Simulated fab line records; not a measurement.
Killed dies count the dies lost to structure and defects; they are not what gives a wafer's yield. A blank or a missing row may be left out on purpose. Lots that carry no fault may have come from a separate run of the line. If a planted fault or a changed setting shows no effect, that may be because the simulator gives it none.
fab line records / flow n5-finfet
[record] lots = 4 wafers = 12 last-day = 17
route steps=1938 shown SDB@361 DUMMY_REMOVAL@377 HKMG_FIN@385 GATE_CUT@469 BEOL_M4@1111
lots that met no fault: taken from a fault-free run of the same line
start-h: the number of hours between the record's first day and the start of the first shown wafer of the lot / wait-h: hours from the lot's prior step to this one / " repeats the value in the row above / L1.1+2: several wafers, shown together as one row / - no value present, or no start provided / * or withheld: withheld / < > ~ a bound
route shown NAME@n: a module of which the file shows steps, and the number in the route of the first / usual: mean/standard deviation taken from wafers without a fault / same: alike in all rows / chamber/n: place in a boat / sites: readings site by site / _std_site: the values' standard deviation / _edge_site: outer sites' mean less inner sites' / radius-mm: how far each site lies from the wafer's centre / mask NAME#n: copy n / behind: tool/chamber where the wafer was last shaped / hold: the reason the lot was held/the length of the hold in hours/how it ended / device: which transistor (n, p or np) failed to switch / end of line: the route-end tests of the same wafers / step lacking rows: just its recipe / killed: at the first sort, the dies lost to defects and structure; wafer yield is something else / map: a wafer's dies, x killed, . not, _ none there
set.NAME: the run value of the setting; set.NAME@STEP: its run value at that earlier step / model.NAME: the simulator's own value behind a step, which no gauge read
lots seen at some steps along the route; tables by step, rows by wafer
services: a tool's chamber out of use, with start hour (start-h, from the record's first day; less than 0 if before it), hours out, and reason
[[steps]]
[step N5_SDB_ETCH_18]
[recipe] chemistry = N2/H2 target = SOC target-depth-a = 1000 overetch-a = 200 mask-material = SiARC temp-c = 40 time-s = 150 ion-energy-ev = 200 pressure-mtorr = 30 source-w = 840 bias-w = 150 n2-flow-sccm = 200 h2-flow-sccm = 200
[step N5_SDB_STRIP_19]
[recipe] chemistry = N2/H2 temp-c = 40 n2-flow-sccm = 200 h2-flow-sccm = 200 rf-frequency-hz = 6e+07
[step N5_SDB_STRIP_21]
[recipe] chemistry = CF4 resist = SiARC power-w = 300 bias-power-w = 75 pressure-mtorr = 50 cf4-flow-sccm = 150 rf-frequency-hz = 6e+07
[step N5_SDB_HM_OPEN_20]
[recipe] chemistry = CH3F/O2 target = SiNx mask-material = SOC target-depth-a = 240 stop-on = poly-Si over-etch-frac = 0.4 ion-energy-ev = 120 pressure-mtorr = 30 source-w = 395 bias-w = 73 Ar_flow_sccm = 150 CH3F_flow_sccm = 30 O2_flow_sccm = 20
[step N5_SDB_STRIP_22]
[recipe] chemistry = N2/H2 power-w = 1000 temp-c = 250 h2-frac = 0.65 overash-fraction = 0.3 pressure-mtorr = withheld n2-flow-sccm = 1750 h2-flow-sccm = 3250
[step N5_SDB_PRECLEAN_23]
[recipe] chemistry = dHF time-s = 30 temp-c = 25 dilution = withheld
[step N5_SDB_DUMMY_REMOVE_24]
[recipe] chemistry = TMAH temp-c = 70 target = poly-Si stop-on = SiO2 target-depth-nm = 142 conc-wt-pct = 5 time-s = 57 dry = ipa-marangoni rinse-time-s = 30 rinse-temp-c = 23
[step N5_SDB_ETCH_25]
[recipe] chemistry = C4F6/O2 target = SiO2 target-depth-a = 100 time-s = 3.3 ion-energy-ev = 250 mask-material = SiNx pressure-mtorr = 30 source-w = 345 bias-w = 185 Ar_flow_sccm = 300 C4F6_flow_sccm = 10 O2_flow_sccm = 10
[step N5_SDB_CUT_ETCH_26]
[recipe] chemistry = HBr/Cl2/O2 target = Si target-depth-a = 1296 bt-time-s = 20 mask-material = SiNx time-s = 51.8 ion-energy-ev = * bias-w = * pressure-mtorr = 10 icp-w = 800 HBr_flow_sccm = 150 Cl2_flow_sccm = 80 O2_flow_sccm = 12
[step N5_SDB_PRECLEAN_38]
[recipe] chemistry = dHF time-s = 10 dilution = 750:1 temp-c = 25
[step N5_SDB_PRECLEAN_39]
[recipe] chemistry = O3/DIW time-s = 45 temp-c = 22 o3-ppm = 10
[step N5_SDB_SRD_28]
[recipe] dry = ipa-marangoni time-s = 30 temp-c = 23 rinse-liquid = diw
[step N5_SDB_ALD_29]
[recipe] material = SiNx target-thk-a = 300 temp-c = 400 ald-precursor-family = SiH2I2 ald-co-reactant = N2/H2-plasma pulse-time-s = 1 ald-cycles = 600 purge-time-s = 2 co-reactant-purge-time-s = 2 pressure-torr = 2
[usual] ald-cycles = 600/0 heater-power-outer-w = 503/49 heater-power-w = 823/69 precursor-pulse-height-rel = 1.000/0.021
lot.wafer=L909.2 tool=ald-sin-04 chamber=2 start-h=114.98 wait-h=0.0 ald-cycles=600 heater-power-outer-w=554 heater-power-w=901 precursor-pulse-height-rel=0.999 since-wet-clean-h=211 model.SiNx_of_SDB_ALD_29.thk-nm=30.2
lot.wafer=L909.3 tool=ald-sin-04 chamber=0 start-h=114.98 wait-h=0.0 ald-cycles=600 heater-power-outer-w=470 heater-power-w=795 precursor-pulse-height-rel=0.990 since-wet-clean-h=211 model.SiNx_of_SDB_ALD_29.thk-nm=30
lot.wafer=L909.6 tool=ald-sin-04 chamber=2 start-h=116.33 wait-h=1.4 ald-cycles=184 heater-power-outer-w=561 heater-power-w=905 precursor-pulse-height-rel=1.016 since-wet-clean-h=- model.SiNx_of_SDB_ALD_29.thk-nm=9.4
lot.wafer=L911.3 tool=ald-sin-04 chamber=0 start-h=126.01 wait-h=0.0 ald-cycles=600 heater-power-outer-w=463 heater-power-w=795 precursor-pulse-height-rel=1.020 since-wet-clean-h=222 model.SiNx_of_SDB_ALD_29.thk-nm=29.8
lot.wafer=L911.4 tool=ald-sin-04 chamber=1 start-h=126.01 wait-h=0.0 ald-cycles=184 heater-power-outer-w=569 heater-power-w=791 precursor-pulse-height-rel=0.997 since-wet-clean-h=222 model.SiNx_of_SDB_ALD_29.thk-nm=9.2
lot.wafer=L911.6 tool=ald-sin-04 chamber=0 start-h=127.37 wait-h=1.4 ald-cycles=184 heater-power-outer-w=476 heater-power-w=797 precursor-pulse-height-rel=0.977 since-wet-clean-h=- model.SiNx_of_SDB_ALD_29.thk-nm=9
lot.wafer=L918.2 tool=ald-sin-03 chamber=3 start-h=170.18 wait-h=0.1 ald-cycles=600 heater-power-outer-w=508 heater-power-w=808 precursor-pulse-height-rel=0.976 since-wet-clean-h=71 model.SiNx_of_SDB_ALD_29.thk-nm=29.8
lot.wafer=L918.4 tool=ald-sin-03 chamber=0 start-h=170.18 wait-h=0.1 ald-cycles=600 heater-power-outer-w=456 heater-power-w=747 precursor-pulse-height-rel=0.994 since-wet-clean-h=71 model.SiNx_of_SDB_ALD_29.thk-nm=30
lot.wafer=L918.5 tool=ald-sin-03 chamber=3 start-h=171.54 wait-h=1.4 ald-cycles=600 heater-power-outer-w=515 heater-power-w=835 precursor-pulse-height-rel=0.959 since-wet-clean-h=- model.SiNx_of_SDB_ALD_29.thk-nm=29.8
lot.wafer=L924.4 tool=ald-sin-04 chamber=3 start-h=205.93 wait-h=1.4 ald-cycles=600 heater-power-outer-w=569 heater-power-w=954 precursor-pulse-height-rel=0.963 since-wet-clean-h=- model.SiNx_of_SDB_ALD_29.thk-nm=30.4
lot.wafer=L924.5 tool=ald-sin-04 chamber=0 start-h=205.93 wait-h=1.4 ald-cycles=600 heater-power-outer-w=468 heater-power-w=795 precursor-pulse-height-rel=1.020 since-wet-clean-h=- model.SiNx_of_SDB_ALD_29.thk-nm=29.8
lot.wafer=L924.6 tool=ald-sin-04 chamber=2 start-h=205.93 wait-h=1.4 ald-cycles=600 heater-power-outer-w=541 heater-power-w=856 precursor-pulse-height-rel=0.975 since-wet-clean-h=- model.SiNx_of_SDB_ALD_29.thk-nm=30
[step N5_SDB_CMP_30]
[recipe] stop-on = poly-Si t-overpolish-s = 1.54 post-cmp-clean = alkaline-brush down-force-psi = 4.1491 platen-rpm = 51.796 pad-velocity-m-s = 1.0306 target-thk-nm = 30
[step N5_DUMMY_REMOVAL_HM_STRIP_01]
[recipe] chemistry = CH3F/O2 material = SiNx target-depth-a = 40 stop-on = poly-Si time-s = 6.8 over-etch-frac = 0.3 ion-energy-ev = 60 power-w = 410 bias-w = 29 Ar_flow_sccm = 150 CH3F_flow_sccm = 30 O2_flow_sccm = 20
[step N5_DUMMY_REMOVAL_STRIP_10]
[recipe] chemistry = N2/H2 time-s = 40 power-w = 100 temp-c = 40 pressure-mtorr = 100 rf-frequency-hz = 6e+07 bias-power-w = 3 n2-flow-sccm = 300 h2-flow-sccm = 300
[step N5_DUMMY_REMOVAL_PRECLEAN_07]
[recipe] chemistry = dHF time-s = 30 temp-c = 25 dilution = withheld
[step N5_DUMMY_REMOVAL_DUMMY_REMOVE_02]
[recipe] chemistry = TMAH temp-c = 70 target = poly-Si stop-on = SiO2 target-depth-nm = 142 conc-wt-pct = 5 time-s = 57 dry = ipa-marangoni rinse-time-s = 30 rinse-temp-c = 23
[step N5_DUMMY_REMOVAL_PRECLEAN_08]
[recipe] chemistry = NF3:NH3 afs-cycles = 2 temp-c = 30 time-s = 20 sublimation-temp-c = 180 sublimation-time-s = 60 pressure-torr = 3 rf-power-w = 30
[step N5_DUMMY_REMOVAL_PRECLEAN_04]
[recipe] chemistry = DHF time-s = 37 temp-c = 25 dilution = 500:1
[step N5_DUMMY_REMOVAL_SRD_05]
[recipe] dry = ipa-marangoni do-ppb = 5 time-s = 30 temp-c = 23 rinse-liquid = diw
[step N5_HKMG_FIN_IL_REGROW_00]
[recipe] material = SiO2 target-thk-a = 7.5 chemistry = O3 temp-c = withheld time-s = 30
[step N5_HKMG_FIN_HK_ALD_01]
[recipe] material = HfO2 target-thk-a = 16 temp-c = withheld ald-precursor-family = HfCl4 ald-co-reactant = H2O pulse-time-s = 3 purge-time-s = 3 co-reactant-purge-time-s = 2.5 co-reactant-pulse-time-s = 0.3 ald-cycles = 30
[step N5_HKMG_FIN_HK_ANNEAL_02]
[recipe] temp-c = 700 time-s = 30 ambient = N2 idle-temp-c = 600 ramp-up-c-per-s = 150 ramp-down-c-per-s = 60 cool-to-c = 600
[step N5_HKMG_FIN_ALD_74]
[recipe] material = La2O3 target-thk-a = 5 temp-c = 250 ald-precursor-family = La-Cp ald-co-reactant = O3 pulse-time-s = 6 co-reactant-pulse-time-s = 1 purge-time-s = 3 co-reactant-purge-time-s = 3
[step N5_HKMG_FIN_ALD_75]
[recipe] material = Al2O3 target-thk-a = 10 temp-c = 150 ald-precursor-family = TMA ald-co-reactant = H2O pulse-time-s = withheld co-reactant-pulse-time-s = 1
[step N5_HKMG_FIN_COAT_41]
[recipe] resist = SOC temp-c = 250 time-s = 60 spin-rpm = 1500 resist-thk-nm = 300
[step N5_HKMG_FIN_COAT_42]
[recipe] resist = SiARC temp-c = 220 time-s = 60 spin-rpm = 1500 resist-thk-nm = 35
[step N5_HKMG_FIN_COAT_43]
[recipe] resist = CAR-ArF spin-rpm = 1500 resist-thk-nm = 90
[step N5_HKMG_FIN_EBR_45]
[recipe] solvent = PGMEA ebr-width-mm = 1.5
[step N5_HKMG_FIN_SOFTBAKE_44]
[recipe] temp-c = 110 time-s = 60 resist = CAR-ArF
[step N5_HKMG_FIN_EXPOSE_46]
[recipe] mask-id = NDIPOLE na = 1.35 source-shape = conventional sigma-outer = 0.8 polarization = unpolarized dose-mj = 40
[step N5_HKMG_FIN_PEB_47]
[recipe] peb-temp-c = withheld peb-time-s = 60 resist = CAR-ArF
[step N5_HKMG_FIN_DEVELOP_48]
[recipe] develop-time-s = 30 developer = TMAH resist = CAR-ArF rinse-liquid = diw dry = air-spin dev-temp-c = 23
[step N5_HKMG_FIN_DESCUM_53]
[recipe] chemistry = O2 time-s = 7.9 source-power-w = 50 bias-power-w = 20 pressure-mtorr = 20 rf-frequency-hz = 2.712e+07 temp-c = 40 resist = CAR-ArF o2-flow-sccm = 225
[step N5_HKMG_FIN_ETCH_54]
[recipe] chemistry = CF4 target = SiARC target-depth-a = 455 mask-material = CAR-ArF time-s = 75.8 ion-energy-ev = 80 pressure-mtorr = 40 source-w = 545 bias-w = 36 Ar_flow_sccm = 100 cf4-flow-sccm = 100 ends = cleared
[step N5_GATE_CUT_ETCH_58]
[recipe] chemistry = CH3F/O2 target = SiNx target-depth-a = 170 time-s = 128.6 ion-energy-ev = 50 pressure-mtorr = 30 source-w = 415 bias-w = 21 Ar_flow_sccm = 150 CH3F_flow_sccm = 30 O2_flow_sccm = 20
[usual] bias-w = 20.99/0.062 drypump-motor-current-A = 5.8/0.34 oes-product-au = 0.79/0.075 rf-fwd-power-W = 413.5/1.4 rf-vpp-V = 99.0/0.89 showerhead-plenum-p-Torr = 1.98/0.086 throttle-valve-pct = 16.29/0.27
[same] time-s = 128.6
lot.wafer=L909.2 tool=rie-diel-02 chamber=3 start-h=128.13 wait-h=0.0 bias-w=20.95 drypump-motor-current-A=6.2 oes-product-au=0.87 rf-fwd-power-W=415.1 rf-hours-counter-h=60 rf-vpp-V=98.9 showerhead-plenum-p-Torr=1.96 throttle-valve-pct=16.12 model.SiNx_of_SDB_ALD_29.thk-nm=24.6
lot.wafer=L909.3 tool=rie-diel-02 chamber=1 start-h=128.13 wait-h=0.0 bias-w=21.05 drypump-motor-current-A=6.0 oes-product-au=0.72 rf-fwd-power-W=415.7 rf-hours-counter-h=182 rf-vpp-V=99.9 showerhead-plenum-p-Torr=1.89 throttle-valve-pct=16.23 model.SiNx_of_SDB_ALD_29.thk-nm=24.6
lot.wafer=L909.6 tool=rie-diel-02 chamber=3 start-h=128.13 wait-h=0.0 bias-w=20.96 drypump-motor-current-A=6.2 oes-product-au=0.86 rf-fwd-power-W=413.2 rf-hours-counter-h=- rf-vpp-V=100.0 showerhead-plenum-p-Torr=1.96 throttle-valve-pct=16.11 model.SiNx_of_SDB_ALD_29.thk-nm=7.6
lot.wafer=L911.3 tool=rie-diel-06 chamber=2 start-h=138.90 wait-h=0.0 bias-w=21.09 drypump-motor-current-A=5.6 oes-product-au=0.76 rf-fwd-power-W=413.2 rf-hours-counter-h=138 rf-vpp-V=100.5 showerhead-plenum-p-Torr=2.10 throttle-valve-pct=16.14 model.SiNx_of_SDB_ALD_29.thk-nm=24.4
lot.wafer=L911.4 tool=rie-diel-06 chamber=2 start-h=138.90 wait-h=0.0 bias-w=21.00 drypump-motor-current-A=5.6 oes-product-au=0.77 rf-fwd-power-W=413.9 rf-hours-counter-h=- rf-vpp-V=99.3 showerhead-plenum-p-Torr=2.10 throttle-valve-pct=16.15 model.SiNx_of_SDB_ALD_29.thk-nm=7.6
lot.wafer=L911.6 tool=rie-diel-06 chamber=0 start-h=138.90 wait-h=0.0 bias-w=20.94 drypump-motor-current-A=6.3 oes-product-au=0.89 rf-fwd-power-W=412.5 rf-hours-counter-h=- rf-vpp-V=101.4 showerhead-plenum-p-Torr=2.02 throttle-valve-pct=16.17 model.SiNx_of_SDB_ALD_29.thk-nm=7.4
lot.wafer=L918.2 tool=rie-diel-02 chamber=0 start-h=183.31 wait-h=0.1 bias-w=21.03 drypump-motor-current-A=5.2 oes-product-au=0.74 rf-fwd-power-W=415.3 rf-hours-counter-h=156 rf-vpp-V=99.5 showerhead-plenum-p-Torr=1.98 throttle-valve-pct=16.24 model.SiNx_of_SDB_ALD_29.thk-nm=24.4
lot.wafer=L918.4 tool=rie-diel-02 chamber=1 start-h=183.31 wait-h=0.1 bias-w=21.11 drypump-motor-current-A=6.0 oes-product-au=0.70 rf-fwd-power-W=411.3 rf-hours-counter-h=199 rf-vpp-V=99.0 showerhead-plenum-p-Torr=1.88 throttle-valve-pct=16.28 model.SiNx_of_SDB_ALD_29.thk-nm=24.4
lot.wafer=L918.5 tool=rie-diel-02 chamber=3 start-h=183.31 wait-h=0.1 bias-w=20.94 drypump-motor-current-A=6.2 oes-product-au=0.84 rf-fwd-power-W=415.3 rf-hours-counter-h=- rf-vpp-V=98.7 showerhead-plenum-p-Torr=1.95 throttle-valve-pct=16.16 model.SiNx_of_SDB_ALD_29.thk-nm=24.4
lot.wafer=L924.4 tool=rie-diel-02 chamber=0 start-h=217.26 wait-h=0.0 bias-w=21.08 drypump-motor-current-A=5.3 oes-product-au=0.74 rf-fwd-power-W=415.2 rf-hours-counter-h=165 rf-vpp-V=98.9 showerhead-plenum-p-Torr=1.97 throttle-valve-pct=16.28 model.SiNx_of_SDB_ALD_29.thk-nm=24.8
lot.wafer=L924.5 tool=rie-diel-02 chamber=1 start-h=217.26 wait-h=0.0 bias-w=20.97 drypump-motor-current-A=6.0 oes-product-au=0.70 rf-fwd-power-W=413.6 rf-hours-counter-h=- rf-vpp-V=99.0 showerhead-plenum-p-Torr=1.88 throttle-valve-pct=16.29 model.SiNx_of_SDB_ALD_29.thk-nm=24.4
lot.wafer=L924.6 tool=rie-diel-02 chamber=0 start-h=217.26 wait-h=0.0 bias-w=21.02 drypump-motor-current-A=5.2 oes-product-au=0.74 rf-fwd-power-W=413.3 rf-hours-counter-h=- rf-vpp-V=98.6 showerhead-plenum-p-Torr=1.97 throttle-valve-pct=16.26 model.SiNx_of_SDB_ALD_29.thk-nm=24.6
[step N5_BEOL_M4_RC_MEAS_101]
[usual] DIBL_N = 36.2/2 DIBL_P = 36.1/2.4 IOFF_N = 0.16/0.035 IOFF_P = 0.22/0.041 ION_N = 675/14 ION_P = 465/8.6 SS_N = 71.5/0.64 SS_P = 73.2/0.76 VT_N = 250/3.9 VT_P = -249/3.4
lot.wafer=L909.2 tool=prober-01 chamber=0 start-h=213.38 wait-h=0.2 DIBL_N[mV/V]=37.6 DIBL_P[mV/V]=39.5 IOFF_N[nA/um]=0.20 IOFF_P[nA/um]=0.28 ION_N[uA/um]=695 ION_P[uA/um]=472 SS_N[mV/dec]=71.6 SS_P[mV/dec]=73.4 VT_N[mV]=246 VT_P[mV]=-245
lot.wafer=L909.3 tool=prober-01 chamber=0 start-h=213.38 wait-h=0.2 DIBL_N[mV/V]=37.8 DIBL_P[mV/V]=40.3 IOFF_N[nA/um]=0.21 IOFF_P[nA/um]=0.30 ION_N[uA/um]=688 ION_P[uA/um]=479 SS_N[mV/dec]=71.5 SS_P[mV/dec]=73.7 VT_N[mV]=245 VT_P[mV]=-243
lot.wafer=L909.6 tool=prober-01 chamber=0 start-h=213.38 wait-h=0.2 DIBL_N[mV/V]=36.3 DIBL_P[mV/V]=36.5 IOFF_N[nA/um]=0.17 IOFF_P[nA/um]=0.24 ION_N[uA/um]=683 ION_P[uA/um]=467 SS_N[mV/dec]=71.7 SS_P[mV/dec]=72.4 VT_N[mV]=248 VT_P[mV]=-246
lot.wafer=L911.3 tool=prober-02 chamber=0 start-h=227.29 wait-h=0.3 DIBL_N[mV/V]=39.9 DIBL_P[mV/V]=40.1 IOFF_N[nA/um]=0.22 IOFF_P[nA/um]=0.27 ION_N[uA/um]=695 ION_P[uA/um]=472 SS_N[mV/dec]=72.5 SS_P[mV/dec]=74.0 VT_N[mV]=243 VT_P[mV]=-245
lot.wafer=L911.4 tool=prober-02 chamber=0 start-h=227.29 wait-h=0.3 DIBL_N[mV/V]=35.2 DIBL_P[mV/V]=33.3 IOFF_N[nA/um]=0.12 IOFF_P[nA/um]=0.15 ION_N[uA/um]=671 ION_P[uA/um]=460 SS_N[mV/dec]=71.5 SS_P[mV/dec]=73.3 VT_N[mV]=252 VT_P[mV]=-253
lot.wafer=L911.6 tool=prober-02 chamber=0 start-h=227.29 wait-h=0.3 DIBL_N[mV/V]=36.2 DIBL_P[mV/V]=35.1 IOFF_N[nA/um]=0.15 IOFF_P[nA/um]=0.18 ION_N[uA/um]=688 ION_P[uA/um]=465 SS_N[mV/dec]=71.3 SS_P[mV/dec]=72.9 VT_N[mV]=247 VT_P[mV]=-252
lot.wafer=L918.2 tool=prober-02 chamber=0 start-h=272.44 wait-h=0.2 DIBL_N[mV/V]=36.9 DIBL_P[mV/V]=35.5 IOFF_N[nA/um]=0.15 IOFF_P[nA/um]=0.19 ION_N[uA/um]=667 ION_P[uA/um]=455 SS_N[mV/dec]=71.9 SS_P[mV/dec]=73.3 VT_N[mV]=252 VT_P[mV]=-254
lot.wafer=L918.4 tool=prober-02 chamber=0 start-h=272.44 wait-h=0.2 DIBL_N[mV/V]=37.5 DIBL_P[mV/V]=36.9 IOFF_N[nA/um]=0.18 IOFF_P[nA/um]=0.23 ION_N[uA/um]=683 ION_P[uA/um]=469 SS_N[mV/dec]=72.2 SS_P[mV/dec]=73.4 VT_N[mV]=246 VT_P[mV]=-247
lot.wafer=L918.5 tool=prober-02 chamber=0 start-h=272.44 wait-h=0.2 DIBL_N[mV/V]=35.0 DIBL_P[mV/V]=33.8 IOFF_N[nA/um]=0.13 IOFF_P[nA/um]=0.18 ION_N[uA/um]=679 ION_P[uA/um]=471 SS_N[mV/dec]=70.1 SS_P[mV/dec]=73.1 VT_N[mV]=254 VT_P[mV]=-251
lot.wafer=L924.4 tool=prober-01 chamber=0 start-h=315.28 wait-h=0.5 DIBL_N[mV/V]=33.0 DIBL_P[mV/V]=33.1 IOFF_N[nA/um]=0.11 IOFF_P[nA/um]=0.15 ION_N[uA/um]=665 ION_P[uA/um]=453 SS_N[mV/dec]=70.3 SS_P[mV/dec]=72.6 VT_N[mV]=258 VT_P[mV]=-256
lot.wafer=L924.5 tool=prober-01 chamber=0 start-h=315.28 wait-h=0.5 DIBL_N[mV/V]=33.5 DIBL_P[mV/V]=33.3 IOFF_N[nA/um]=0.12 IOFF_P[nA/um]=0.15 ION_N[uA/um]=671 ION_P[uA/um]=453 SS_N[mV/dec]=70.7 SS_P[mV/dec]=72.2 VT_N[mV]=255 VT_P[mV]=-256
lot.wafer=L924.6 tool=prober-01 chamber=0 start-h=315.28 wait-h=0.5 DIBL_N[mV/V]=34.9 DIBL_P[mV/V]=34.8 IOFF_N[nA/um]=0.13 IOFF_P[nA/um]=0.17 ION_N[uA/um]=675 ION_P[uA/um]=459 SS_N[mV/dec]=71.2 SS_P[mV/dec]=73.0 VT_N[mV]=254 VT_P[mV]=-254
[[services]]
tool=rie-diel-02 chamber=3 start-h=92.77 hours=4.0 kind=repair
tool=ald-sin-03 chamber=0 start-h=100.24 hours=- kind=clean
tool=ald-sin-03 chamber=1 start-h=100.24 hours=- kind=clean
tool=ald-sin-03 chamber=2 start-h=100.24 hours=- kind=clean
tool=ald-sin-03 chamber=3 start-h=100.24 hours=- kind=clean
tool=rie-diel-06 chamber=3 start-h=114.49 hours=7.7 kind=repair
tool=rie-diel-06 chamber=3 start-h=122.23 hours=- kind=clean
tool=rie-diel-06 chamber=3 start-h=122.23 hours=- kind=consumable-replace:focus-ring
tool=rie-diel-06 chamber=3 start-h=122.23 hours=20.7 kind=scheduled-down
tool=rie-diel-06 chamber=3 start-h=122.23 hours=20.7 kind=vent-cycle
tool=rie-diel-02 chamber=3 start-h=192.97 hours=4.2 kind=repair
tool=ald-sin-04 chamber=- start-h=210.14 hours=4.3 kind=pm
[[key]]
[first-sign] step = N5_SDB_ALD_29 reading = ald-cycles direction = down sigmas = 99+ usual = * struck = *
effect none on later readings
[model-effect] step = N5_SDB_ALD_29 value = SiNx_of_SDB_ALD_29.thk-nm without = 30 struck = 9.2
[model-effect] step = N5_GATE_CUT_ETCH_58 value = SiNx_of_SDB_ALD_29.thk-nm without = 24.6 struck = 7.533
met-at N5_SDB_ALD_29
struck-wafers L909.6,L911.4,L911.6
[fault] kind = process-parameter-drift tool = ald-sin-04 chamber = - onset-h = 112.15 steps = N5_SDB_ALD_29 channel = ald-cycles offset = * shape = step end-h = 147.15 scope = struck-wafers-only acts-in = * stated = *
